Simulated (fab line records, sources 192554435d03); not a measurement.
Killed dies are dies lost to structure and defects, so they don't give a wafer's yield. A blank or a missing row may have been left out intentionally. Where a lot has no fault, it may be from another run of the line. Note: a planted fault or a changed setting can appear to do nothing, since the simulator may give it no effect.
fab line records || flow n5Finfet
record: {"lots": 4, "wafers": 11, "lastDay": 17}
route steps=1938 shown BEOL_M0_SAQP@683 BEOL_M4@1111 PASSIVATION@1936
lots that met no fault: taken from a fault-free run of the same line
startH: start of the lot's first displayed wafer, in hours after the record's first day || waitH: hours since the lot's step before || " same as the row above || L1.1+2: several wafers, shown together as one row || - no value present, or no start provided || * or withheld: withheld || < > ~ a bound
route shown NAME@n: NAME is a module with steps in the file, n the number in the route of the first one || usual: mean/standard deviation of fault-free wafers || same: alike in all rows || chamber/n: place in a boat || sites: each site's reading || _std_site: standard deviation of those values || _edge_site: the outer-site mean with the inner-site mean subtracted || radiusMm: for every site, how far away it sits from the centre of the wafer || mask NAME#n: copy n || behind: the most recent tool/chamber to have shaped the wafer || hold: cause of the lot's hold/its duration in hours/its outcome || device: names the non-switching transistor (n, p or np) || end of line: the same wafers' tests at the end of the route || for a step that has no rows: nothing shown but its recipe || killed: the dies lost at the first sort to structure and to defects; this is not the yield of the wafer || map: a wafer's dies, marking killed ones x, the rest . and places with no die _
set.NAME: the setting that was run; set.NAME@STEP: the one run at that earlier step || model.NAME: the simulator's own value behind a step, which no gauge read
certain route steps with their lots: each step a table, each wafer a row
services: from which hour (startH, from the record's first day; less than 0 if before it) a tool's chamber was out of use, for how many hours, and why
== steps ==
step: N5_BEOL_M0_SAQP_COAT_34
recipe: {"resist": "CAR-EUV", "spinRpm": 1500, "resistThkNm": 30}
step: N5_BEOL_M0_SAQP_EBR_36
recipe: {"solvent": "PGMEA", "ebrWidthMm": 1.5}
step: N5_BEOL_M0_SAQP_SOFTBAKE_35
recipe: {"tempC": 110, "timeS": 60, "resist": "CAR-EUV"}
step: N5_BEOL_M0_SAQP_EXPOSE_37
recipe: {"maskId": "M0_CUT1", "na": 0.33, "sourceShape": "annular", "sigmaInner": 0.35, "sigmaOuter": 0.8, "polarization": "unpolarized", "targetCdNm": 30, "doseMj": 44.75}
step: N5_BEOL_M0_SAQP_PEB_38
recipe: {"pebTempC": 100, "pebTimeS": 60, "resist": "CAR-EUV"}
step: N5_BEOL_M0_SAQP_DEVELOP_39
recipe: {"developTimeS": 30, "developer": "TMAH", "resist": "CAR-EUV", "rinseLiquid": "surfactantRinse", "dry": "airSpin", "devTempC": 23}
step: N5_BEOL_M0_SAQP_DESCUM_45
recipe: {"chemistry": "O2", "timeS": 7, "sourcePowerW": 50, "biasPowerW": 20, "pressureMtorr": 20, "rfFrequencyHz": 2.712e+07, "tempC": 40, "resist": "CAR-EUV", "o2FlowSccm": 225}
step: N5_BEOL_M0_SAQP_ETCH_88
recipe: {"chemistry": "N2/H2", "target": "underlayer", "targetDepthA": 65, "timeS": 5.2, "ionEnergyEv": 200, "maskMaterial": "CAR-EUV", "pressureMtorr": 30, "sourceW": 840, "biasW": 150, "n2FlowSccm": 200, "h2FlowSccm": 200, "ends": "cleared"}
step: N5_BEOL_M0_SAQP_ETCH_73
recipe: {"chemistry": "CF4", "target": "SiARC", "targetDepthA": 195, "maskMaterial": "CAR-EUV", "timeS": 32.5, "ionEnergyEv": 80, "pressureMtorr": 40, "sourceW": 545, "biasW": 36, "Ar_flow_sccm": 100, "cf4FlowSccm": 100, "ends": "cleared"}
step: N5_BEOL_M0_SAQP_CUT_ETCH_46
recipe: {"chemistry": "N2/H2", "target": "SOC", "targetDepthA": 1350, "overetchA": 270, "tempC": 40, "timeS": 202.5, "ionEnergyEv": 200, "maskMaterial": "SiARC", "pressureMtorr": 30, "sourceW": 840, "biasW": 150, "n2FlowSccm": 200, "h2FlowSccm": 200}
usual: {"biasW": "150.0/0.45", "drypumpMotorCurrentA": "5.8/0.51", "n2FlowSccm": "200.0/0.63", "rfFwdPowerW": "838.1/2.5", "rfVppV": "523.1/1.9", "showerheadPlenumPTorr": "2.51/0.062", "throttleValvePct": "17.76/0.22"}
{"lot.wafer": "L992.2", "tool": "rieDiel-01", "chamber": 3, "startH": 145.98, "waitH": 0.0, "biasW": 149.7, "drypumpMotorCurrentA": 6.3, "n2FlowSccm": 199.0, "rfFwdPowerW": 842.1, "rfHoursCounterH": 116, "rfVppV": 520.7, "showerheadPlenumPTorr": 2.46, "throttleValvePct": 17.74, "model.SiARC_of_BEOL_M0_SAQP_COAT_72.thkNm": 6, "model.BEOL_M0_SAQP.cdNm": 29.4}
{"lot.wafer": "L992.3", "tool": "rieDiel-01", "chamber": 2, "startH": 145.98, "waitH": 0.0, "biasW": 150.6, "drypumpMotorCurrentA": 5.6, "n2FlowSccm": 199.6, "rfFwdPowerW": 837.3, "rfHoursCounterH": 26, "rfVppV": 522.9, "showerheadPlenumPTorr": 2.47, "throttleValvePct": 17.53, "model.SiARC_of_BEOL_M0_SAQP_COAT_72.thkNm": 4.8, "model.BEOL_M0_SAQP.cdNm": 30}
{"lot.wafer": "L992.6", "tool": "rieDiel-01", "chamber": 3, "startH": 145.98, "waitH": 0.0, "biasW": 149.9, "drypumpMotorCurrentA": 6.3, "n2FlowSccm": 199.4, "rfFwdPowerW": 836.9, "rfHoursCounterH": "-", "rfVppV": 521.7, "showerheadPlenumPTorr": 2.46, "throttleValvePct": 17.75, "model.SiARC_of_BEOL_M0_SAQP_COAT_72.thkNm": 6, "model.BEOL_M0_SAQP.cdNm": 29.2}
{"lot.wafer": "L105.4", "tool": "rieDiel-01", "chamber": 3, "startH": 222.27, "waitH": 0.0, "biasW": 149.9, "drypumpMotorCurrentA": 6.3, "n2FlowSccm": 200.1, "rfFwdPowerW": 842.8, "rfHoursCounterH": 138, "rfVppV": 521.5, "showerheadPlenumPTorr": 2.45, "throttleValvePct": 17.77, "model.SiARC_of_BEOL_M0_SAQP_COAT_72.thkNm": 8.2, "model.BEOL_M0_SAQP.cdNm": 28.8}
{"lot.wafer": "L105.5", "tool": "rieDiel-01", "chamber": 1, "startH": 222.27, "waitH": 0.0, "biasW": 150.6, "drypumpMotorCurrentA": 5.7, "n2FlowSccm": 200.4, "rfFwdPowerW": 842.1, "rfHoursCounterH": "-", "rfVppV": 519.1, "showerheadPlenumPTorr": 2.39, "throttleValvePct": 17.89, "model.SiARC_of_BEOL_M0_SAQP_COAT_72.thkNm": 7.4, "model.BEOL_M0_SAQP.cdNm": 29.2}
{"lot.wafer": "L105.6", "tool": "rieDiel-01", "chamber": 0, "startH": 222.27, "waitH": 0.0, "biasW": 149.5, "drypumpMotorCurrentA": 6.0, "n2FlowSccm": 199.4, "rfFwdPowerW": 839.2, "rfHoursCounterH": "-", "rfVppV": 522.5, "showerheadPlenumPTorr": 2.52, "throttleValvePct": 17.83, "model.SiARC_of_BEOL_M0_SAQP_COAT_72.thkNm": 7.4, "model.BEOL_M0_SAQP.cdNm": 30}
{"lot.wafer": "L107.2", "tool": "rieDiel-01", "chamber": 3, "startH": 231.63, "waitH": 0.0, "biasW": 150.4, "drypumpMotorCurrentA": 6.3, "n2FlowSccm": 200.0, "rfFwdPowerW": 837.3, "rfHoursCounterH": 142, "rfVppV": 521.4, "showerheadPlenumPTorr": 2.45, "throttleValvePct": 17.78, "model.SiARC_of_BEOL_M0_SAQP_COAT_72.thkNm": 8.2, "model.BEOL_M0_SAQP.cdNm": 28}
{"lot.wafer": "L107.6", "tool": "rieDiel-01", "chamber": 3, "startH": 231.63, "waitH": 0.0, "biasW": 150.5, "drypumpMotorCurrentA": 6.3, "n2FlowSccm": 199.9, "rfFwdPowerW": 835.1, "rfHoursCounterH": "-", "rfVppV": 522.4, "showerheadPlenumPTorr": 2.45, "throttleValvePct": 17.76, "model.SiARC_of_BEOL_M0_SAQP_COAT_72.thkNm": 8.2, "model.BEOL_M0_SAQP.cdNm": 28}
{"lot.wafer": "L108.1", "tool": "rieDiel-05", "chamber": 0, "startH": 236.18, "waitH": 0.0, "biasW": 150.3, "drypumpMotorCurrentA": 6.4, "n2FlowSccm": 199.6, "rfFwdPowerW": 833.3, "rfHoursCounterH": 119, "rfVppV": 520.9, "showerheadPlenumPTorr": 2.47, "throttleValvePct": 18.08, "model.SiARC_of_BEOL_M0_SAQP_COAT_72.thkNm": 5.2, "model.BEOL_M0_SAQP.cdNm": 30}
{"lot.wafer": "L108.3", "tool": "rieDiel-05", "chamber": 3, "startH": 236.18, "waitH": 0.0, "biasW": 150.1, "drypumpMotorCurrentA": 5.5, "n2FlowSccm": 199.9, "rfFwdPowerW": 836.7, "rfHoursCounterH": 28, "rfVppV": 526.0, "showerheadPlenumPTorr": 2.63, "throttleValvePct": 17.92, "model.SiARC_of_BEOL_M0_SAQP_COAT_72.thkNm": 3.8, "model.BEOL_M0_SAQP.cdNm": 30.2}
{"lot.wafer": "L108.4", "tool": "rieDiel-05", "chamber": 1, "startH": 236.18, "waitH": 0.0, "biasW": 150.5, "drypumpMotorCurrentA": 5.5, "n2FlowSccm": 199.7, "rfFwdPowerW": 836.6, "rfHoursCounterH": 70, "rfVppV": 523.0, "showerheadPlenumPTorr": 2.56, "throttleValvePct": 17.42, "model.SiARC_of_BEOL_M0_SAQP_COAT_72.thkNm": 5.4, "model.BEOL_M0_SAQP.cdNm": 29.8}
step: N5_BEOL_M0_SAQP_STRIP_74
recipe: {"chemistry": "N2/H2", "tempC": 40, "n2FlowSccm": 200, "h2FlowSccm": 200, "rfFrequencyHz": 6e+07}
step: N5_BEOL_M0_SAQP_STRIP_89
recipe: {"chemistry": "N2/H2", "tempC": 40, "n2FlowSccm": 200, "h2FlowSccm": 200, "rfFrequencyHz": 6e+07}
step: N5_BEOL_M0_SAQP_ALD_48
recipe: {"material": "SiO2", "targetThkA": 200, "tempC": 100, "aldPrecursorFamily": "BDEAS", "aldCoReactant": "O2-plasma", "pulseTimeS": 1, "coReactantPulseTimeS": 1, "purgeTimeS": 2, "coReactantPurgeTimeS": 2, "aldCycles": 139, "pressureTorr": 2}
step: N5_BEOL_M0_SAQP_ETCH_49
recipe: {"chemistry": "CF4/O2", "targetDepthA": 370, "target": "SiO2", "pressureMtorr": 40, "sourceW": 535, "biasW": 49, "Ar_flow_sccm": 100, "cf4FlowSccm": 100, "O2_flow_sccm": 10, "ionEnergyEv": 100}
usual: {"biasW": "49.00/0.16", "drypumpMotorCurrentA": "5.8/0.47", "oesProductAu": "0.80/0.087", "rfFwdPowerW": "533.0/1.8", "rfVppV": "238/7.5", "showerheadPlenumPTorr": "2.17/0.05", "throttleValvePct": "15.76/0.24"}
{"lot.wafer": "L992.2", "tool": "rieDiel-01", "chamber": 1, "startH": 146.70, "waitH": 0.3, "biasW": 49.03, "drypumpMotorCurrentA": 5.7, "oesProductAu": 0.67, "rfFwdPowerW": 530.9, "rfHoursCounterH": 222, "rfVppV": 237, "showerheadPlenumPTorr": 2.09, "throttleValvePct": 15.95, "model.BEOL_M0_SAQP.cdNm": 29.2}
{"lot.wafer": "L992.3", "tool": "rieDiel-01", "chamber": 0, "startH": 146.70, "waitH": 0.3, "biasW": 49.01, "drypumpMotorCurrentA": 6.0, "oesProductAu": 0.75, "rfFwdPowerW": 530.8, "rfHoursCounterH": 144, "rfVppV": 250, "showerheadPlenumPTorr": 2.20, "throttleValvePct": 15.91, "model.BEOL_M0_SAQP.cdNm": 30}
{"lot.wafer": "L992.6", "tool": "rieDiel-01", "chamber": 0, "startH": 146.70, "waitH": 0.3, "biasW": 48.79, "drypumpMotorCurrentA": 6.0, "oesProductAu": 0.74, "rfFwdPowerW": 532.4, "rfHoursCounterH": "-", "rfVppV": 250, "showerheadPlenumPTorr": 2.20, "throttleValvePct": 15.90, "model.BEOL_M0_SAQP.cdNm": 29.2}
{"lot.wafer": "L105.4", "tool": "rieDiel-01", "chamber": 0, "startH": 223.00, "waitH": 0.3, "biasW": 48.92, "drypumpMotorCurrentA": 6.1, "oesProductAu": 0.74, "rfFwdPowerW": 530.7, "rfHoursCounterH": 167, "rfVppV": 250, "showerheadPlenumPTorr": 2.20, "throttleValvePct": 15.96, "model.BEOL_M0_SAQP.cdNm": 28.8}
{"lot.wafer": "L105.5", "tool": "rieDiel-01", "chamber": 2, "startH": 223.00, "waitH": 0.3, "biasW": 48.92, "drypumpMotorCurrentA": 5.6, "oesProductAu": 0.85, "rfFwdPowerW": 533.7, "rfHoursCounterH": "-", "rfVppV": 239, "showerheadPlenumPTorr": 2.14, "throttleValvePct": 15.63, "model.BEOL_M0_SAQP.cdNm": 29}
{"lot.wafer": "L105.6", "tool": "rieDiel-01", "chamber": 1, "startH": 223.00, "waitH": 0.3, "biasW": 48.86, "drypumpMotorCurrentA": 5.7, "oesProductAu": 0.66, "rfFwdPowerW": 534.3, "rfHoursCounterH": "-", "rfVppV": 236, "showerheadPlenumPTorr": 2.08, "throttleValvePct": 16.00, "model.BEOL_M0_SAQP.cdNm": 30}
{"lot.wafer": "L107.2", "tool": "rieDiel-03", "chamber": 2, "startH": 232.55, "waitH": 0.3, "biasW": 49.09, "drypumpMotorCurrentA": 5.2, "oesProductAu": 0.71, "rfFwdPowerW": 532.7, "rfHoursCounterH": 217, "rfVppV": 246, "showerheadPlenumPTorr": 2.19, "throttleValvePct": 16.05, "model.BEOL_M0_SAQP.cdNm": 28}
{"lot.wafer": "L107.6", "tool": "rieDiel-03", "chamber": 1, "startH": 232.55, "waitH": 0.3, "biasW": 48.84, "drypumpMotorCurrentA": 4.7, "oesProductAu": 0.88, "rfFwdPowerW": 534.7, "rfHoursCounterH": "-", "rfVppV": 238, "showerheadPlenumPTorr": 2.17, "throttleValvePct": 15.99, "model.BEOL_M0_SAQP.cdNm": 28}
{"lot.wafer": "L108.1", "tool": "rieDiel-03", "chamber": 1, "startH": 237.16, "waitH": 0.5, "biasW": 49.04, "drypumpMotorCurrentA": 4.7, "oesProductAu": 0.86, "rfFwdPowerW": 532.5, "rfHoursCounterH": 47, "rfVppV": 237, "showerheadPlenumPTorr": 2.17, "throttleValvePct": 15.99, "model.BEOL_M0_SAQP.cdNm": 30.2}
{"lot.wafer": "L108.3", "tool": "rieDiel-03", "chamber": 2, "startH": 237.16, "waitH": 0.5, "biasW": 48.94, "drypumpMotorCurrentA": 5.2, "oesProductAu": 0.71, "rfFwdPowerW": 535.3, "rfHoursCounterH": 218, "rfVppV": 246, "showerheadPlenumPTorr": 2.19, "throttleValvePct": 16.07, "model.BEOL_M0_SAQP.cdNm": 30.4}
{"lot.wafer": "L108.4", "tool": "rieDiel-03", "chamber": 0, "startH": 237.16, "waitH": 0.5, "biasW": 49.08, "drypumpMotorCurrentA": 6.5, "oesProductAu": 0.97, "rfFwdPowerW": 533.4, "rfHoursCounterH": 1, "rfVppV": 237, "showerheadPlenumPTorr": 2.20, "throttleValvePct": 15.69, "model.BEOL_M0_SAQP.cdNm": 29.8}
step: N5_BEOL_M0_SAQP_STRIP_75
recipe: {"chemistry": "CF4", "resist": "SiARC", "powerW": 300, "biasPowerW": 75, "pressureMtorr": 50, "cf4FlowSccm": 150, "rfFrequencyHz": 6e+07}
step: N5_BEOL_M4_RC_MEAS_101
usual: {"DIBL_N": "37.3/2.3", "DIBL_P": "37.4/2.9", "IOFF_N": "0.18/0.045", "IOFF_P": "0.25/0.054", "ION_N": "679/15", "ION_P": "468/9.7", "SS_N": "71.8/0.62", "SS_P": "73.6/0.76", "VT_N": "248/4.1", "VT_P": "-248/3.6"}
{"lot.wafer": "L992.2", "tool": "prober-02", "chamber": 0, "startH": 195.51, "waitH": 0.2, "DIBL_N[mV/V]": 36.6, "DIBL_P[mV/V]": 36.5, "IOFF_N[nA/um]": 0.16, "IOFF_P[nA/um]": 0.19, "ION_N[uA/um]": 685, "ION_P[uA/um]": 467, "SS_N[mV/dec]": 71.4, "SS_P[mV/dec]": 73.1, "VT_N[mV]": 250, "VT_P[mV]": -252}
{"lot.wafer": "L992.3", "tool": "prober-02", "chamber": 0, "startH": 195.51, "waitH": 0.2, "DIBL_N[mV/V]": 36.4, "DIBL_P[mV/V]": 37.9, "IOFF_N[nA/um]": 0.15, "IOFF_P[nA/um]": 0.21, "ION_N[uA/um]": 662, "ION_P[uA/um]": 459, "SS_N[mV/dec]": 71.6, "SS_P[mV/dec]": 74.0, "VT_N[mV]": 253, "VT_P[mV]": -252}
{"lot.wafer": "L992.6", "tool": "prober-02", "chamber": 0, "startH": 195.51, "waitH": 0.2, "DIBL_N[mV/V]": 38.1, "DIBL_P[mV/V]": 38.0, "IOFF_N[nA/um]": 0.18, "IOFF_P[nA/um]": 0.22, "ION_N[uA/um]": 683, "ION_P[uA/um]": 455, "SS_N[mV/dec]": 71.7, "SS_P[mV/dec]": 73.8, "VT_N[mV]": 251, "VT_P[mV]": -253}
{"lot.wafer": "L105.4", "tool": "prober-01", "chamber": 0, "startH": 274.70, "waitH": 0.5, "DIBL_N[mV/V]": 39.5, "DIBL_P[mV/V]": 39.7, "IOFF_N[nA/um]": 0.21, "IOFF_P[nA/um]": 0.24, "ION_N[uA/um]": 694, "ION_P[uA/um]": 464, "SS_N[mV/dec]": 72.2, "SS_P[mV/dec]": 73.9, "VT_N[mV]": 242, "VT_P[mV]": -250}
{"lot.wafer": "L105.5", "tool": "prober-01", "chamber": 0, "startH": 274.70, "waitH": 0.5, "DIBL_N[mV/V]": 37.1, "DIBL_P[mV/V]": 37.3, "IOFF_N[nA/um]": 0.16, "IOFF_P[nA/um]": 0.20, "ION_N[uA/um]": 675, "ION_P[uA/um]": 461, "SS_N[mV/dec]": 72.1, "SS_P[mV/dec]": 73.2, "VT_N[mV]": 250, "VT_P[mV]": -252}
{"lot.wafer": "L105.6", "tool": "prober-01", "chamber": 0, "startH": 274.70, "waitH": 0.5, "DIBL_N[mV/V]": 37.6, "DIBL_P[mV/V]": 37.8, "IOFF_N[nA/um]": 0.18, "IOFF_P[nA/um]": 0.22, "ION_N[uA/um]": 674, "ION_P[uA/um]": 462, "SS_N[mV/dec]": 71.8, "SS_P[mV/dec]": 73.6, "VT_N[mV]": 243, "VT_P[mV]": -249}
{"lot.wafer": "L107.2", "tool": "prober-01", "chamber": 0, "startH": 292.18, "waitH": 0.2, "DIBL_N[mV/V]": 41.3, "DIBL_P[mV/V]": 43.0, "IOFF_N[nA/um]": 0.27, "IOFF_P[nA/um]": 0.40, "ION_N[uA/um]": 708, "ION_P[uA/um]": 496, "SS_N[mV/dec]": 73.1, "SS_P[mV/dec]": 74.5, "VT_N[mV]": 242, "VT_P[mV]": -240}
{"lot.wafer": "L107.6", "tool": "prober-01", "chamber": 0, "startH": 292.18, "waitH": 0.2, "DIBL_N[mV/V]": 39.7, "DIBL_P[mV/V]": 41.2, "IOFF_N[nA/um]": 0.23, "IOFF_P[nA/um]": 0.33, "ION_N[uA/um]": 675, "ION_P[uA/um]": 475, "SS_N[mV/dec]": 71.7, "SS_P[mV/dec]": 74.3, "VT_N[mV]": 245, "VT_P[mV]": -243}
{"lot.wafer": "L108.1", "tool": "prober-02", "chamber": 0, "startH": 295.73, "waitH": 0.0, "DIBL_N[mV/V]": 36.8, "DIBL_P[mV/V]": 36.7, "IOFF_N[nA/um]": 0.16, "IOFF_P[nA/um]": 0.20, "ION_N[uA/um]": 677, "ION_P[uA/um]": 458, "SS_N[mV/dec]": 71.4, "SS_P[mV/dec]": 73.5, "VT_N[mV]": 249, "VT_P[mV]": -253}
{"lot.wafer": "L108.3", "tool": "prober-02", "chamber": 0, "startH": 295.73, "waitH": 0.0, "DIBL_N[mV/V]": 34.5, "DIBL_P[mV/V]": 34.0, "IOFF_N[nA/um]": 0.11, "IOFF_P[nA/um]": 0.16, "ION_N[uA/um]": 647, "ION_P[uA/um]": 445, "SS_N[mV/dec]": 71.7, "SS_P[mV/dec]": 73.0, "VT_N[mV]": 257, "VT_P[mV]": -256}
{"lot.wafer": "L108.4", "tool": "prober-02", "chamber": 0, "startH": 295.73, "waitH": 0.0, "DIBL_N[mV/V]": 37.9, "DIBL_P[mV/V]": 37.0, "IOFF_N[nA/um]": 0.18, "IOFF_P[nA/um]": 0.20, "ION_N[uA/um]": 688, "ION_P[uA/um]": 465, "SS_N[mV/dec]": 72.3, "SS_P[mV/dec]": 72.4, "VT_N[mV]": 247, "VT_P[mV]": -251}
step: N5_PASSIVATION_PROBE_49
usual: {"defectLimitedYield": "91.3/1.5", "killed_at_M0_to_M3": "35/8.7", "killed_at_M4_up": "14/5.5", "killedAtContacts": "11/5.6", "killedAtFrontEnd": "39/13", "killedAtOther": "3.7/2.2", "killedDies": "103/18", "killedOpen": "69/14", "killedShort": "33/7.8", "sort_bin_4_leakage": "0.02/0.15", "sort_bin_5_function": "5.1/0.99", "sort_bin_6_memory": "3.3/0.67", "sort_bin_8_speed": "0.02/0.17", "sortNPass": "1077/18", "sortYieldPct": "91.2/1.5"}
same: {"grossDies": 1180, "killedAtBackSide": 0}
{"lot.wafer": "L992.2", "tool": "prober-02", "chamber": "-", "startH": 305.99, "waitH": 0.1, "defectLimitedYield[%]": 91.2, "killed_at_M0_to_M3": 41, "killed_at_M4_up": 21, "killedAtContacts": 4, "killedAtFrontEnd": 35, "killedAtOther": 3, "killedDies": 104, "killedOpen": 68, "killedShort": 36, "sort_bin_4_leakage[%]": 0, "sort_bin_5_function[%]": 4.7, "sort_bin_6_memory[%]": 3.6, "sort_bin_8_speed[%]": 0, "sortNPass": 1076, "sortYieldPct[%]": 91.2}
{"lot.wafer": "L992.3", "tool": "prober-02", "chamber": "-", "startH": 306.04, "waitH": 0.1, "defectLimitedYield[%]": 95.2, "killed_at_M0_to_M3": 33, "killed_at_M4_up": 5, "killedAtContacts": 4, "killedAtFrontEnd": 14, "killedAtOther": 1, "killedDies": 57, "killedOpen": 38, "killedShort": 19, "sort_bin_4_leakage[%]": 0, "sort_bin_5_function[%]": 3.0, "sort_bin_6_memory[%]": 1.6, "sort_bin_8_speed[%]": 0, "sortNPass": 1123, "sortYieldPct[%]": 95.2}
{"lot.wafer": "L992.6", "tool": "prober-02", "chamber": "-", "startH": 306.19, "waitH": 0.3, "defectLimitedYield[%]": 92.7, "killed_at_M0_to_M3": 38, "killed_at_M4_up": 10, "killedAtContacts": 8, "killedAtFrontEnd": 22, "killedAtOther": 8, "killedDies": 86, "killedOpen": 60, "killedShort": 26, "sort_bin_4_leakage[%]": 0, "sort_bin_5_function[%]": 3.9, "sort_bin_6_memory[%]": 3.2, "sort_bin_8_speed[%]": 0, "sortNPass": 1094, "sortYieldPct[%]": 92.7}
{"lot.wafer": "L105.4", "tool": "prober-02", "chamber": "-", "startH": 377.76, "waitH": 0.2, "defectLimitedYield[%]": 92.4, "killed_at_M0_to_M3": 33, "killed_at_M4_up": 9, "killedAtContacts": 12, "killedAtFrontEnd": 33, "killedAtOther": 3, "killedDies": 90, "killedOpen": 51, "killedShort": 37, "sort_bin_4_leakage[%]": 0, "sort_bin_5_function[%]": 3.7, "sort_bin_6_memory[%]": 3.5, "sort_bin_8_speed[%]": 0, "sortNPass": 1090, "sortYieldPct[%]": 92.4}
{"lot.wafer": "L105.5", "tool": "prober-02", "chamber": "-", "startH": 377.81, "waitH": 0.2, "defectLimitedYield[%]": 92.6, "killed_at_M0_to_M3": 32, "killed_at_M4_up": 9, "killedAtContacts": 9, "killedAtFrontEnd": 32, "killedAtOther": 5, "killedDies": 87, "killedOpen": 52, "killedShort": 32, "sort_bin_4_leakage[%]": 0, "sort_bin_5_function[%]": 3.6, "sort_bin_6_memory[%]": 3.4, "sort_bin_8_speed[%]": 0, "sortNPass": 1093, "sortYieldPct[%]": 92.6}
{"lot.wafer": "L105.6", "tool": "prober-02", "chamber": "-", "startH": 377.86, "waitH": 0.3, "defectLimitedYield[%]": 91.6, "killed_at_M0_to_M3": 43, "killed_at_M4_up": 7, "killedAtContacts": 10, "killedAtFrontEnd": 33, "killedAtOther": 6, "killedDies": 99, "killedOpen": 59, "killedShort": 39, "sort_bin_4_leakage[%]": 0, "sort_bin_5_function[%]": 5.5, "sort_bin_6_memory[%]": 2.3, "sort_bin_8_speed[%]": 0, "sortNPass": 1081, "sortYieldPct[%]": 91.6}
{"lot.wafer": "L107.2", "tool": "prober-02", "chamber": "-", "startH": 412.47, "waitH": 0.1, "defectLimitedYield[%]": 89.6, "killed_at_M0_to_M3": 35, "killed_at_M4_up": 12, "killedAtContacts": 12, "killedAtFrontEnd": 61, "killedAtOther": 3, "killedDies": 123, "killedOpen": 77, "killedShort": 43, "sort_bin_4_leakage[%]": 0.08, "sort_bin_5_function[%]": 5.9, "sort_bin_6_memory[%]": 3.6, "sort_bin_8_speed[%]": 0, "sortNPass": 1056, "sortYieldPct[%]": 89.5}
killed by level:class
L992.2 STI_FIN_REVEAL:geometricParticle:open=12 BEOL_M4:geometricParticle:open=12 BEOL_M0_SAQP:geometricParticle:short=10 BEOL_M3:geometricParticle:open=10 BEOL_M0_SAQP:geometricParticle:open=7 BEOL_M2:geometricParticle:open=6 STARTING-WAFER:geometricParticle:short=4 STI_FIN_REVEAL:geometricParticle:short=3
L992.3 BEOL_M2:geometricParticle:open=9 BEOL_M0:geometricParticle:open=6 MOL_CONTACT_COAG:geometricParticle:open=4 BEOL_M2:geometricParticle:short=4 BEOL_M3:geometricParticle:open=4 STI_FIN_REVEAL:geometricParticle:open=3 ILD0:geometricParticle:short=3 BEOL_M0_SAQP:geometricParticle:short=3
L992.6 BEOL_M0_SAQP:geometricParticle:open=9 BEOL_M4:geometricParticle:open=7 BEOL_M3:geometricParticle:open=6 MOL_CONTACT_COAG:geometricParticle:open=5 BEOL_M0:geometricParticle:open=5 BEOL_M1:geometricParticle:open=5 FIN_SAQP:geometricParticle:open=4 BEOL_M2:geometricParticle:open=4
L105.4 FIN_SAQP:geometricParticle:short=10 MOL_CONTACT_COAG:geometricParticle:open=10 BEOL_M0_SAQP:geometricParticle:short=9 BEOL_M2:geometricParticle:open=8 DUMMY_GATE:geometricParticle:open=6 BEOL_M1:geometricParticle:open=5 FIN_SAQP:geometricParticle:open=4 BEOL_M0_SAQP:geometricParticle:open=4
L105.5 MOL_CONTACT_COAG:geometricParticle:open=8 BEOL_M0_SAQP:geometricParticle:short=8 STI_FIN_REVEAL:geometricParticle:open=7 FIN_SAQP:geometricParticle:open=6 BEOL_M2:geometricParticle:open=6 FIN_SAQP:geometricParticle:short=5 DUMMY_GATE:geometricParticle:open=5 BEOL_M0_SAQP:geometricParticle:open=5
L105.6 BEOL_M2:geometricParticle:open=14 BEOL_M0_SAQP:geometricParticle:open=11 FIN_SAQP:geometricParticle:short=10 MOL_CONTACT_COAG:geometricParticle:open=8 BEOL_M0_SAQP:geometricParticle:short=6 BEOL_M2:geometricParticle:short=4 FIN_SAQP:geometricParticle:open=3 DUMMY_GATE:geometricParticle:open=3
L107.2 FIN_SAQP:geometricParticle:short=15 STI_FIN_REVEAL:geometricParticle:open=14 MOL_CONTACT_COAG:geometricParticle:open=11 FIN_SAQP:geometricParticle:open=10 BEOL_M1:geometricParticle:open=10 BEOL_M0_SAQP:geometricParticle:short=6 BEOL_M3:geometricParticle:open=6 DUMMY_GATE:geometricParticle:open=5
== services ==
{"tool": "rieDiel-01", "chamber": 2, "startH": 125.19, "hours": 5.3, "kind": "repair"}
{"tool": "rieDiel-03", "chamber": 3, "startH": 130.46, "hours": 6.6, "kind": "repair"}
{"tool": "rieDiel-05", "chamber": 3, "startH": 157.68, "hours": 15.8, "kind": "repair"}
{"tool": "rieDiel-03", "chamber": 0, "startH": 214.92, "hours": "-", "kind": "clean"}
{"tool": "rieDiel-03", "chamber": 0, "startH": 214.92, "hours": "-", "kind": "consumableReplace:focusRing"}
{"tool": "rieDiel-03", "chamber": 0, "startH": 214.92, "hours": 18.6, "kind": "scheduledDown"}
{"tool": "rieDiel-03", "chamber": 0, "startH": 214.92, "hours": 18.6, "kind": "ventCycle"}
{"tool": "rieDiel-05", "chamber": 3, "startH": 215.50, "hours": 3.4, "kind": "repair"}
{"tool": "rieDiel-05", "chamber": 1, "startH": 223.62, "hours": 5.1, "kind": "repair"}
{"tool": "rieDiel-01", "chamber": 1, "startH": 235.70, "hours": "-", "kind": "clean"}
{"tool": "rieDiel-01", "chamber": 1, "startH": 235.70, "hours": "-", "kind": "consumableReplace:focusRing"}
{"tool": "rieDiel-01", "chamber": 1, "startH": 235.70, "hours": "-", "kind": "consumableReplace:showerhead"}
{"tool": "rieDiel-01", "chamber": 1, "startH": 235.70, "hours": 14.6, "kind": "scheduledDown"}
{"tool": "rieDiel-01", "chamber": 1, "startH": 235.70, "hours": 14.6, "kind": "ventCycle"}
== key ==
firstSign none at tools or gauges
modelEffect: {"step": "N5_BEOL_M0_SAQP_CUT_ETCH_46", "value": "SiARC_of_BEOL_M0_SAQP_COAT_72.thkNm", "without": 5.6, "struck": 7.88}
modelEffect: {"step": "N5_BEOL_M0_SAQP_ETCH_49", "value": "BEOL_M0_SAQP.cdNm", "without": 29.72, "struck": 28.76}
metAt N5_BEOL_M0_SAQP_CUT_ETCH_46
struckWafers L105.4,L105.5,L105.6,L107.2,L107.6
onsetBetween 145.98 222.27
fault: {"kind": "processParameterDrift", "tool": "rieDiel-01", "chamber": "-", "onsetH": 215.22, "steps": "N5_BEOL_M0_SAQP_CUT_ETCH_46", "channel": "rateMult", "offset": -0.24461, "shape": "step", "endH": 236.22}
